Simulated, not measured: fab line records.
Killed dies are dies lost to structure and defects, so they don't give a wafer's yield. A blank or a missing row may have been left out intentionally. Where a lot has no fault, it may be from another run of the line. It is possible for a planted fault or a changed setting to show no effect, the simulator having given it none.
fab line records ; flow nand-harc
[record] lots = 11; wafers = 33; last-day = 33
route steps=1302 shown A_CHANNEL_HOLE_D2@586 A_CHANNEL_FILL_D2@613 END@1302
lots that met no fault: from a run of the same line without faults
start-h: the number of hours between the record's first day and the start of the first shown wafer of the lot ; wait-h: hours since the lot's step before ; " same as the row above ; L1.1+2: several wafers, shown together as one row ; - either no value or no given start ; * or withheld: withheld ; < > ~ a bound
route shown NAME@n: names a module that has steps shown in the file, with the first one's number in the route ; usual: mean/standard deviation of fault-free wafers ; same: alike in all rows ; chamber/n: place in a boat ; sites: per-site readings ; _std_site: standard deviation across them ; _edge_site: inner sites' mean taken away from outer sites' mean ; radius-mm: how far each site lies from the wafer's centre ; mask NAME#n: copy n ; behind: tool/chamber where the wafer was last shaped ; hold: the reason the lot was held/the length of the hold in hours/how it ended ; device: the n, p or np transistor that did not switch ; end of line: the same wafers' tests at the end of the route ; where a step has no rows: the recipe by itself ; killed: not the wafer's yield, but the dies lost to structure and defects at the first sort ; map: per-die view of a wafer (x killed, . not killed, _ where there is no die)
set.NAME: the setting the step ran with; set.NAME@STEP: the setting that earlier step ran with ; model.NAME: the simulator's own value behind a step, which no gauge read
one table for each step of the route and one row for each wafer, over a sample of lots
services: a tool's chamber out of use, with start hour (start-h, from the record's first day; less than 0 if before it), hours out, and reason
[[steps]]
[step NHARC_A_CHANNEL_HOLE_D2_ETCH_38]
[recipe] target-depth-a = 390; over-etch-frac = 0.3; time-s = 65; ion-energy-ev = 80; cf4-flow-sccm = 150; ar-flow-sccm = 0; rf-w = 300; bias-w = 100; chemistry = CF4
[usual] chamber-pressure-mTorr = 50.00/0.044; drypump-motor-current-A = 5.61/0.27; oes-product-au = 1.001/0.0065; rf-vpp-V = 151.3/1.2; showerhead-plenum-p-Torr = 1.76/0.061; throttle-valve-pct = 13.284/0.0082
lot.wafer;tool;chamber;start-h;wait-h;chamber-pressure-mTorr;drypump-motor-current-A;oes-product-au;rf-hours-counter-h;rf-vpp-V;showerhead-plenum-p-Torr;throttle-valve-pct
L434.3;rie-diel-06;0;320.95;0.1;49.95;5.27;0.990;0.1;153.0;1.81;13.302
L434.2;rie-diel-06;2;320.95;0.1;49.97;5.65;0.997;0.1;150.9;1.74;13.300
L434.6;rie-diel-06;0;320.95;0.1;49.96;5.25;0.987;-;152.2;1.81;13.290
L436.1;rie-diel-10;1;336.15;0.1;50.05;5.70;0.997;4.5;150.7;1.77;13.281
L436.3;rie-diel-10;0;336.15;0.1;49.97;5.31;1.007;4.9;150.5;1.67;13.283
L436.6;rie-diel-10;1;336.15;0.1;50.00;5.72;0.997;-;151.8;1.77;13.289
L439.3;rie-diel-10;1;367.07;0.1;49.98;5.71;1.010;5.8;152.4;1.77;13.297
L439.2;rie-diel-10;2;367.07;0.1;50.06;5.70;1.013;5.3;151.5;1.80;13.291
L439.4;rie-diel-10;3;367.07;0.1;50.03;5.93;1.008;5.6;150.7;1.70;13.282
L446.2;rie-diel-10;2;434.97;0.1;49.97;5.70;0.984;0.1;151.5;1.80;13.293
L446.3;rie-diel-10;0;434.97;0.1;50.04;5.30;1.000;0.2;150.3;1.67;13.287
L446.6;rie-diel-10;1;434.97;0.1;50.04;5.69;0.999;-;151.4;1.77;13.287
L448.2;rie-diel-10;3;441.83;0.1;49.99;5.94;0.995;1.5;149.3;1.70;13.288
L448.1;rie-diel-10;0;441.83;0.1;49.99;5.31;1.004;1.5;150.9;1.67;13.264
L448.5;rie-diel-10;3;441.83;0.1;50.00;5.95;0.995;-;151.2;1.70;13.274
L449.2;rie-diel-06;1;453.61;0.1;49.99;4.99;0.999;6.9;150.0;1.68;13.292
L449.4;rie-diel-06;2;453.61;0.1;49.95;5.61;1.002;7.4;150.7;1.74;13.292
L449.5;rie-diel-06;3;453.61;0.1;49.98;5.55;1.007;-;153.8;1.85;13.290
L450.1;rie-diel-10;2;475.97;0.1;50.05;5.73;0.991;2.7;152.0;1.80;13.284
L450.3;rie-diel-10;0;475.97;0.1;50.08;5.31;0.995;2.9;149.6;1.67;13.291
L450.5;rie-diel-10;2;475.97;0.1;49.99;5.71;0.984;-;152.0;1.80;13.280
L452.1;rie-diel-07;1;485.91;0.1;50.03;5.72;1.002;1.0;151.2;1.83;13.284
L452.2;rie-diel-07;3;485.91;0.1;49.99;5.79;1.011;1.0;151.5;1.78;13.281
L452.3;rie-diel-07;3;485.91;0.1;49.94;5.79;1.014;-;152.2;1.78;13.267
L453.4;rie-diel-06;2;504.82;0.1;49.95;5.57;0.990;0.8;151.3;1.74;13.284
L453.3;rie-diel-06;3;504.82;0.1;50.06;5.56;0.999;1.3;152.9;1.85;13.268
L453.1;rie-diel-06;0;504.82;0.1;49.97;5.25;0.998;1.2;151.2;1.81;13.295
L455.1;rie-diel-06;0;520.43;0.1;49.99;5.26;0.992;2.0;151.1;1.81;13.277
L455.3;rie-diel-06;2;520.43;0.1;50.04;5.61;1.000;1.2;150.9;1.74;13.280
L455.4;rie-diel-06;3;520.43;0.1;50.05;5.54;1.004;2.0;153.0;1.85;13.287
L454.4;rie-diel-07;1;520.59;0.1;49.95;5.71;1.001;2.6;153.7;1.83;13.284
L454.2;rie-diel-07;2;520.59;0.1;49.97;5.13;0.997;1.3;149.7;1.66;13.267
L454.6;rie-diel-07;1;520.59;0.1;49.95;5.70;0.992;-;151.6;1.83;13.286
[step NHARC_A_CHANNEL_HOLE_D2_ETCH_21]
[recipe] bias-v = 3000; source-w = withheld; pressure-mtorr = 20; time-s = 514.3; ar-flow-sccm = 375; c4f8-flow-sccm = 89.3; o2-flow-sccm = 35.7; temp-c = -20; target-depth-a = 16000; chemistry = C4F8/O2/Ar
[usual] chamber-pressure-mTorr = 20.000/0.02; drypump-motor-current-A = 5.6/0.57; showerhead-plenum-p-Torr = 3.61/0.15; throttle-valve-pct = 32.155/0.0097
lot.wafer;tool;chamber;start-h;wait-h;chamber-pressure-mTorr;drypump-motor-current-A;rf-hours-counter-h;showerhead-plenum-p-Torr;throttle-valve-pct
L434.2;har-etch-02;0;322.47;0.3;19.951;6.0;373;3.61;32.163
L434.3;har-etch-02;1;322.47;0.3;19.962;6.4;-;3.73;32.158
L434.6;har-etch-02;1;322.47;0.3;19.992;6.4;-;3.73;32.146
L436.1;har-etch-02;1;339.79;0.3;20.029;6.4;374;3.72;32.156
L436.3;har-etch-02;0;339.79;0.3;20.002;6.0;-;3.60;32.149
L436.6;har-etch-02;0;339.79;0.3;20.024;6.0;-;3.60;32.162
L439.2;har-etch-01;1;368.98;0.3;19.997;5.0;196;3.53;32.150
L439.4;har-etch-01;1;368.98;0.3;20.009;5.0;-;3.53;32.158
L439.3;har-etch-01;0;368.98;0.3;20.016;5.2;-;3.48;32.159
L446.2;har-etch-02;1;436.50;0.3;19.975;6.4;19;3.70;32.133
L446.3;har-etch-02;0;436.50;0.3;19.990;6.0;-;3.92;32.142
L446.6;har-etch-02;0;436.50;0.3;20.000;5.9;-;3.92;32.152
L448.2;har-etch-02;0;444.79;0.3;20.006;6.0;27;3.92;32.163
L448.1;har-etch-02;1;444.79;0.3;19.967;6.4;27;3.70;32.137
L448.5;har-etch-02;1;444.79;0.3;20.004;6.4;-;3.70;32.152
L449.2;har-etch-02;1;457.18;0.3;20.030;6.4;35;3.69;32.158
L449.4;har-etch-02;1;457.18;0.3;19.994;6.4;-;3.69;32.148
L449.5;har-etch-02;1;457.18;0.3;20.005;6.4;-;3.69;32.152
L450.1;har-etch-02;0;477.50;0.3;20.036;5.9;43;3.91;32.143
L450.3;har-etch-02;1;477.50;0.3;20.011;6.4;-;3.69;32.147
L450.5;har-etch-02;1;477.50;0.3;19.980;6.4;-;3.69;32.150
L452.2;har-etch-02;0;488.02;0.3;19.977;5.9;50;3.90;32.171
L452.1;har-etch-02;1;488.02;0.3;20.026;6.4;50;3.68;32.164
L452.3;har-etch-02;0;488.02;0.3;20.013;6.0;-;3.90;32.157
L453.1;har-etch-01;1;506.33;0.3;19.988;5.0;283;3.49;32.150
L453.3;har-etch-01;1;506.33;0.3;20.053;5.0;-;3.49;32.139
L453.4;har-etch-01;0;506.33;0.3;19.991;5.2;-;3.43;32.154
L455.1;har-etch-02;0;521.95;0.3;20.000;5.9;65;3.90;32.149
L455.3;har-etch-02;0;521.95;0.3;20.003;6.0;-;3.90;32.167
L455.4;har-etch-02;1;521.95;0.3;19.985;6.4;-;3.68;32.164
L454.2;har-etch-01;0;522.10;0.3;19.975;5.2;291;3.43;32.151
L454.4;har-etch-01;1;522.10;0.3;20.006;5.0;-;3.48;32.149
L454.6;har-etch-01;0;522.10;0.3;20.000;5.2;-;3.43;32.138
[step NHARC_A_CHANNEL_HOLE_D2_ETCH_25]
[recipe] bias-v = 5000; source-w = withheld; pressure-mtorr = 20; time-s = 1040.2; ar-flow-sccm = 375; c4f8-flow-sccm = 93.8; o2-flow-sccm = 31.2; temp-c = -20; target-depth-a = 15000; chemistry = C4F8/O2/Ar
[usual] chamber-pressure-mTorr = 20.000/0.018; drypump-motor-current-A = 5.6/0.57; showerhead-plenum-p-Torr = 3.61/0.15; throttle-valve-pct = 32.235/0.0082
lot.wafer;tool;chamber;start-h;wait-h;chamber-pressure-mTorr;drypump-motor-current-A;rf-hours-counter-h;showerhead-plenum-p-Torr;throttle-valve-pct
L434.2;har-etch-02;0;324.95;0.6;20.033;5.9;376;3.60;32.232
L434.3;har-etch-02;1;324.95;0.6;20.012;6.4;-;3.73;32.228
L434.6;har-etch-02;1;324.95;0.6;20.001;6.4;-;3.73;32.233
L436.1;har-etch-02;1;342.25;0.6;20.018;6.4;376;3.72;32.226
L436.3;har-etch-02;0;342.25;0.6;19.980;6.0;-;3.59;32.243
L436.6;har-etch-02;0;342.25;0.6;19.998;6.0;-;3.59;32.241
L439.2;har-etch-01;1;371.43;0.6;19.997;5.0;198;3.53;32.235
L439.4;har-etch-01;1;371.43;0.6;19.997;5.0;-;3.53;32.226
L439.3;har-etch-01;0;371.43;0.6;19.981;5.2;-;3.47;32.222
L446.2;har-etch-02;1;438.94;0.6;20.014;6.4;22;3.69;32.254
L446.3;har-etch-02;0;438.94;0.6;20.005;5.9;-;3.92;32.248
L446.6;har-etch-02;0;438.94;0.6;19.996;5.9;-;3.92;32.238
L448.2;har-etch-02;0;447.24;0.6;19.971;6.0;30;3.91;32.245
L448.1;har-etch-02;1;447.24;0.6;19.985;6.4;30;3.69;32.224
L448.5;har-etch-02;1;447.24;0.6;20.004;6.4;-;3.69;32.241
L449.2;har-etch-02;1;459.63;0.6;19.990;6.4;38;3.69;32.252
L449.4;har-etch-02;1;459.63;0.6;19.987;6.4;-;3.69;32.239
L449.5;har-etch-02;1;459.63;0.6;20.010;6.4;-;3.69;32.234
L450.1;har-etch-02;0;479.96;0.6;19.993;6.0;45;3.90;32.233
L450.3;har-etch-02;1;479.96;0.6;19.998;6.4;-;3.68;32.242
L450.5;har-etch-02;1;479.96;0.6;19.993;6.4;-;3.68;32.234
L452.2;har-etch-02;0;490.48;0.6;20.001;6.0;53;3.90;32.243
L452.1;har-etch-02;1;490.48;0.6;20.001;6.4;53;3.68;32.251
L452.3;har-etch-02;0;490.48;0.6;20.012;6.0;-;3.90;32.236
L453.1;har-etch-01;1;508.83;0.6;19.991;5.0;286;3.48;32.225
L453.3;har-etch-01;1;508.83;0.6;19.999;5.0;-;3.48;32.250
L453.4;har-etch-01;0;508.83;0.6;19.993;5.2;-;3.43;32.242
L455.1;har-etch-02;0;524.44;0.6;20.025;5.9;68;3.89;32.232
L455.3;har-etch-02;0;524.44;0.6;20.001;5.9;-;3.89;32.232
L455.4;har-etch-02;1;524.44;0.6;20.003;6.4;-;3.67;32.229
L454.2;har-etch-01;0;524.59;0.6;20.016;5.2;294;3.42;32.226
L454.4;har-etch-01;1;524.59;0.6;19.974;5.0;-;3.48;32.230
L454.6;har-etch-01;0;524.59;0.6;19.994;5.2;-;3.42;32.221
[step NHARC_A_CHANNEL_HOLE_D2_INSPECT_40]
[usual] raw-defect-count = 260/72
lot.wafer;tool;chamber;start-h;wait-h;raw-defect-count
L434.2;defect-inspect-02;-;327.76;-;1322
L434.3;defect-inspect-02;-;327.76;-;1298
L434.6;defect-inspect-02;-;327.76;-;1336
L436.1;defect-inspect-01;-;345.09;-;1265
L436.3;defect-inspect-01;-;345.09;-;1228
L436.6;defect-inspect-01;-;345.09;-;1202
L439.2;defect-inspect-02;-;374.25;-;267
L439.3;defect-inspect-02;-;374.25;-;255
L439.4;defect-inspect-02;-;374.25;-;238
L446.2;defect-inspect-02;-;441.75;-;201
L446.3;defect-inspect-02;-;441.75;-;149
L446.6;defect-inspect-02;-;441.75;-;191
L448.1;defect-inspect-02;-;450.06;-;249
L448.2;defect-inspect-02;-;450.06;-;240
L448.5;defect-inspect-02;-;450.06;-;314
L449.2;defect-inspect-02;-;462.44;-;171
L449.4;defect-inspect-02;-;462.44;-;136
L449.5;defect-inspect-02;-;462.44;-;285
L450.1;defect-inspect-01;-;482.78;-;308
L450.3;defect-inspect-01;-;482.78;-;253
L450.5;defect-inspect-01;-;482.78;-;182
L452.1;defect-inspect-01;-;493.28;-;290
L452.2;defect-inspect-01;-;493.28;-;228
L452.3;defect-inspect-01;-;493.28;-;256
L453.1;defect-inspect-02;-;511.63;-;211
L453.3;defect-inspect-02;-;511.63;-;324
L453.4;defect-inspect-02;-;511.63;-;362
L454.2;defect-inspect-01;-;527.40;-;290
L454.4;defect-inspect-01;-;527.40;-;341
L454.6;defect-inspect-01;-;527.40;-;390
L455.1;defect-inspect-01;-;527.69;-;214
L455.3;defect-inspect-01;-;527.69;-;198
L455.4;defect-inspect-01;-;527.69;-;224
[step NHARC_A_CHANNEL_FILL_D2_ALD_03]
[recipe] target-thk-a = 60; pulse-time-s = 60; ald-cycles = 58; temp-c = 630; pressure-torr = 2; material = SiNx
[usual] precursor-pulse-height-rel = 1.001/0.018
[same] pulse-time-s = 60
lot.wafer;tool;chamber;start-h;wait-h;precursor-pulse-height-rel
L434.2;ald-sin-batch-01;0;-;-;0.989
L434.3;ald-sin-batch-01;0;-;-;1.001
L434.6;ald-sin-batch-01;0;-;-;0.976
L436.1;ald-sin-batch-02;0;-;-;0.972
L436.3;ald-sin-batch-02;0;-;-;1.032
L436.6;ald-sin-batch-02;0;-;-;0.982
L439.2;ald-sin-batch-03;0;-;-;0.988
L439.3;ald-sin-batch-03;0;-;-;0.999
L439.4;ald-sin-batch-03;0;-;-;1.012
L446.2;ald-sin-batch-02;0;-;-;0.988
L446.3;ald-sin-batch-02;0;-;-;1.020
L446.6;ald-sin-batch-02;0;-;-;0.996
L448.1;ald-sin-batch-02;0;-;-;0.983
L448.2;ald-sin-batch-02;0;-;-;0.978
L448.5;ald-sin-batch-02;0;-;-;1.016
L449.2;ald-sin-batch-01;0;-;-;1.031
L449.4;ald-sin-batch-01;0;-;-;0.993
L449.5;ald-sin-batch-01;0;-;-;1.025
L450.1;ald-sin-batch-03;0;-;-;0.992
L450.3;ald-sin-batch-03;0;-;-;0.987
L450.5;ald-sin-batch-03;0;-;-;1.017
L452.1;ald-sin-batch-02;0;-;-;0.980
L452.2;ald-sin-batch-02;0;-;-;0.983
L452.3;ald-sin-batch-02;0;-;-;0.970
L453.1;ald-sin-batch-02;0;-;-;0.995
L453.3;ald-sin-batch-02;0;-;-;1.006
L453.4;ald-sin-batch-02;0;-;-;0.966
L454.2;ald-sin-batch-03;0;-;-;0.989
L454.4;ald-sin-batch-03;0;-;-;0.988
L454.6;ald-sin-batch-03;0;-;-;0.981
L455.1;ald-sin-batch-03;0;-;-;0.999
L455.3;ald-sin-batch-03;0;-;-;0.990
L455.4;ald-sin-batch-03;0;-;-;1.008
[step NHARC_END_SORT_01]
[recipe] temp-c = 25
[usual] killed-at-array = 55/17; killed-at-other = 1.1/1.4; killed-at-periphery = 3.9/3; killed-dies = 59/17; killed-open = 3.5/2; killed-short = 2.6/1.6
[same] gross-dies = 677
lot.wafer;tool;chamber;start-h;wait-h;killed-at-array;killed-at-other;killed-at-periphery;killed-dies;killed-open;killed-short
L434.2;prober-02;0;591.92;2.8;114;0;3;117;1;3
L434.3;prober-02;0;592.72;3.1;83;0;5;88;5;6
L434.6;prober-02;0;595.10;4.0;87;0;1;88;2;1
L436.1;prober-01;0;611.13;2.5;54;5;14;73;1;4
L436.3;prober-01;0;612.74;3.1;94;5;12;111;4;6
L436.6;prober-01;0;615.16;4.0;85;1;14;100;5;2
// killed by level:class
L434.2 A_CHANNEL_HOLE_D2:unspecified=59 A_SLIT:chamber-film-flake=27 A_CHANNEL_HOLE_D1:chamber-film-flake=9 A_CHANNEL_HOLE_D2:chamber-film-flake=9 A_STAIRCASE:chamber-film-flake=3 A_M0:geometric-particle:short=2 A_CONTACT:chamber-film-flake=2 A_DECK1_JOINT:geometric-particle:open=1
L434.3 A_CHANNEL_HOLE_D2:unspecified=36 A_SLIT:chamber-film-flake=25 A_CHANNEL_HOLE_D1:chamber-film-flake=4 A_STAIRCASE:chamber-film-flake=3 P_CONTACT:geometric-particle:open=2 A_CHANNEL_FILL_D2:geometric-particle:short=2 A_ZERO_WELL:chamber-film-flake=2 A_CONTACT:chamber-film-flake=2
L434.6 A_CHANNEL_HOLE_D2:unspecified=37 A_SLIT:chamber-film-flake=31 A_CHANNEL_HOLE_D2:chamber-film-flake=8 A_STAIRCASE:chamber-film-flake=3 A_CONTACT:chamber-film-flake=3 A_CHANNEL_HOLE_D1:chamber-film-flake=2 P_CONTACT:geometric-particle:open=1 A_ONON_D1:geometric-particle:short=1
L436.1 A_CHANNEL_HOLE_D2:unspecified=36 P_GATE:chamber-film-flake=10 A_CHANNEL_HOLE_D1:chamber-film-flake=6 A_CONTACT:chamber-film-flake=4 THIN_TSV:chamber-film-flake=3 A_CHANNEL_HOLE_D2:chamber-film-flake=2 A_STAIRCASE:chamber-film-flake=2 HYBRID_BOND:chamber-film-flake=2
L436.3 A_CHANNEL_HOLE_D2:unspecified=54 A_CHANNEL_HOLE_D1:chamber-film-flake=10 A_CONTACT:chamber-film-flake=9 P_GATE:chamber-film-flake=7 A_CHANNEL_FILL_D1:chamber-film-flake=6 THIN_TSV:chamber-film-flake=5 A_CHANNEL_HOLE_D2:chamber-film-flake=4 A_WL_FILL:geometric-particle:short=3
L436.6 A_CHANNEL_HOLE_D2:unspecified=55 A_CHANNEL_HOLE_D1:chamber-film-flake=11 P_GATE:chamber-film-flake=10 A_CHANNEL_HOLE_D2:chamber-film-flake=6 A_SLIT:chamber-film-flake=5 A_ONON_D2:geometric-particle:short=2 A_DECK1_JOINT:chamber-film-flake=2 P_GATE:geometric-particle:open=1
[[services]]
tool;chamber;start-h;hours;kind
rie-diel-10;0;300.70;-;clean
rie-diel-10;1;300.70;-;clean
rie-diel-10;2;300.70;-;clean
rie-diel-10;3;300.70;-;clean
rie-diel-06;1;304.02;5.5;repair
rie-diel-06;-;307.20;9.0;pm
rie-diel-10;0;325.20;-;clean
rie-diel-10;1;325.20;-;clean
rie-diel-10;2;325.20;-;clean
rie-diel-06;0;380.02;5.0;repair
har-etch-02;-;380.74;17.0;pm
har-etch-02;0;380.74;17.0;vent-cycle
har-etch-02;1;380.74;17.0;vent-cycle
har-etch-02;0;397.74;-;clean
har-etch-02;0;397.74;-;consumable-replace:focus-ring
har-etch-02;0;397.74;-;consumable-replace:showerhead
har-etch-02;1;397.74;-;clean
rie-diel-10;-;419.70;9.0;pm
rie-diel-07;-;430.03;2.1;repair
rie-diel-06;0;437.00;9.5;repair
rie-diel-07;-;471.20;9.0;pm
rie-diel-07;2;483.11;7.7;repair
rie-diel-06;-;484.20;9.0;pm
ald-sin-batch-01;-;506.00;26.0;pm
[[key]]
[first-sign] step = NHARC_A_CHANNEL_HOLE_D2_INSPECT_40; reading = raw-defect-count; direction = up; sigmas = 14; usual = 260; struck = 1275
[effect] step = NHARC_END_SORT_01; reading = killed-dies; direction = up; sigmas = 2.2; usual = 59; struck = 96; wafers-moved = 2
[more-kills-born-at] NHARC_A_CHANNEL_HOLE_D2_ETCH_21@har-etch-02 = 172
met-at NHARC_A_CHANNEL_HOLE_D2_ETCH_21
struck-lots L434,L436
tester-left-out L434,L436
not-acting-at NHARC_A_CHANNEL_HOLE_D2_ETCH_38,NHARC_A_CHANNEL_HOLE_D2_ETCH_25,NHARC_A_CHANNEL_FILL_D2_ALD_03
[fault] kind = chamber-particle-source; tool = har-etch-02; chamber = -; onset-h = 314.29; steps = NHARC_A_CHANNEL_HOLE_D2_ETCH_21; rate-per-visit-cm2 = 1.5455; end-h = 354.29
// tester-left-out: of these lots the tester's yield and bins aren't shown, on N5 and GAA mostly nor the transistor test; their killed dies are dies lost to structure and defects alone, not to doping, threshold or leakage, so they don't give the yield
